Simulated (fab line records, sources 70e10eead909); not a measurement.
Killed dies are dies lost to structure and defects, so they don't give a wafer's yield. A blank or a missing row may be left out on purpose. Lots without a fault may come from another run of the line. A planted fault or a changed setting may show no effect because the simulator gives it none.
A struck lot beside a sound one | flow nand_harc | 15 steps out of a route of 1302
Sound: wafers L308.2, L308.3, L308.4. Struck: wafers L314.4, L314.6. (L314.2 of the same lot was not struck and is left out.) The cause comes at the end.
At each step with rows: each side's tool, then ch and its chambers, then its first start. Under that, the readings that differ: sound wafers | struck wafers | difference of the means | sigmas: that difference in standard deviations of wafers without a fault.
alike: readings whose means differ by less than 2 such deviations, and words and numbers that are the same on both sides. not compared: withheld readings, readings that some wafer has no value for, bounds like >300 that may hide the same value, and numbers for which the record gives no deviation and whose values overlap.
The two part at a step that has a row with sigmas, a row that says differs or no value, or rows on one side only. Numbers that don't overlap but have no deviation are shown without sigmas and don't part them. A reading that every wafer of one side lacks parts them only if that side has two wafers or more.

first, 1 step without rows for these wafers: NHARC_A_CONTACT_DEVELOP_07 (develop time 35 s).
NHARC_A_CONTACT_CD_MEAS_08: target cd 200 nm.
  sound on cd_sem-02 ch 0, day 25 04:35; struck on cd_sem-01 ch 0, day 28 02:16
  alike: cd_nm
NHARC_A_CONTACT_OVL_MEAS_09:
  sound on overlay-02, day 25 04:40; struck on overlay-02, day 28 02:22
  reading           | sound          | struck  | difference | sigmas
  overlay_x_nm (nm) | -2.1 -1.3 -1.1 | 1.7 1.6 | +3.1       | +4
  alike: overlay_y_nm
NHARC_A_CONTACT_INSPECT_10:
  sound on defect_inspect-01, day 25 04:43; struck on defect_inspect-02, day 28 02:25
  alike: raw_defect_count
NHARC_A_CONTACT_DESCUM_13: chemistry O2, time 3 s.
  sound on rie_diel-13 ch 1,2,3, day 25 04:46; struck on rie_diel-04 ch 0,1, day 28 02:28
  alike: chamber_pressure_mTorr, drypump_motor_current_A, oes_product_au, rf_vpp_V, showerhead_plenum_p_Torr, throttle_valve_pct
  not compared: rf_hours_counter_h
NHARC_A_CONTACT_ETCH_88: etches the open film in CF4, target depth 39 nm, time 65 s.
  sound on rie_diel-13 ch 0,1,2, day 25 04:51; struck on rie_diel-04 ch 0,2, day 28 02:34
  alike: chamber_pressure_mTorr, drypump_motor_current_A, oes_product_au, rf_vpp_V, run_length_s, showerhead_plenum_p_Torr, throttle_valve_pct
  not compared: rf_hours_counter_h
then, 2 steps without rows for these wafers: NHARC_A_CONTACT_ETCH_89 (etches the open film in N2/H2, target depth 260 nm, time 475.3 s); NHARC_A_CONTACT_ETCH_30 (etches the open film in CF4/CHF3, target depth 72.6 nm, time 36.3 s).
NHARC_A_CONTACT_ETCH_31: etches the open film in O2/COS, target depth 2800 nm, time 728 s.
  sound on rie_diel-13 ch 0,1,2; struck on rie_diel-04 ch 0,3
  alike: chamber_pressure_mTorr, drypump_motor_current_A, oes_product_au, rf_vpp_V, run_length_s, showerhead_plenum_p_Torr, throttle_valve_pct
  not compared: rf_hours_counter_h
then, 2 steps without rows for these wafers: NHARC_A_CONTACT_ETCH_134 (etches the open film in C4F8/O2/Ar, time 140 s, target depth 700 nm); NHARC_A_CONTACT_ETCH_135 (etches the open film in C4F8/O2/Ar, time 311 s, target depth 1912 nm).
NHARC_A_CONTACT_ETCH_136: etches the open film in C4F8/O2/Ar, time 311 s, target depth 1912 nm.
  sound on har_cap_etch-03 ch 0,1, day 25 06:22; struck on har_cap_etch-03 ch 1, day 28 04:04
  alike: chamber_pressure_mTorr
  not compared: rf_hours_counter_h, run_length_s
NHARC_A_CONTACT_ETCH_137: etches the open film in C4F8/O2/Ar, time 311 s, target depth 1912 nm.
  sound on har_cap_etch-03 ch 0,1, day 25 06:38; struck on har_cap_etch-03 ch 1, day 28 04:20
  reading          | sound       | struck        | difference | sigmas
  run_length_s (s) | 311 311 311 | 533.23 533.23 | +222.23    |
  alike: chamber_pressure_mTorr
  not compared: rf_hours_counter_h
NHARC_A_CONTACT_ETCH_138: etches the open film in C4F8/O2/Ar, time 311 s, target depth 1914 nm.
  sound on har_cap_etch-03 ch 0,1, day 25 06:55; struck on har_cap_etch-03 ch 1, day 28 04:37
  alike: chamber_pressure_mTorr
  not compared: rf_hours_counter_h, run_length_s
then, 1 step without rows for these wafers: NHARC_END_SORT_01.

WHERE THEY PART
Only at NHARC_A_CONTACT_OVL_MEAS_09, within this record. Later steps at which nothing parts them and some readings are alike: NHARC_A_CONTACT_INSPECT_10, NHARC_A_CONTACT_DESCUM_13, NHARC_A_CONTACT_ETCH_88, NHARC_A_CONTACT_ETCH_31, NHARC_A_CONTACT_ETCH_136, NHARC_A_CONTACT_ETCH_137, NHARC_A_CONTACT_ETCH_138.

WHY: what the simulator had put in
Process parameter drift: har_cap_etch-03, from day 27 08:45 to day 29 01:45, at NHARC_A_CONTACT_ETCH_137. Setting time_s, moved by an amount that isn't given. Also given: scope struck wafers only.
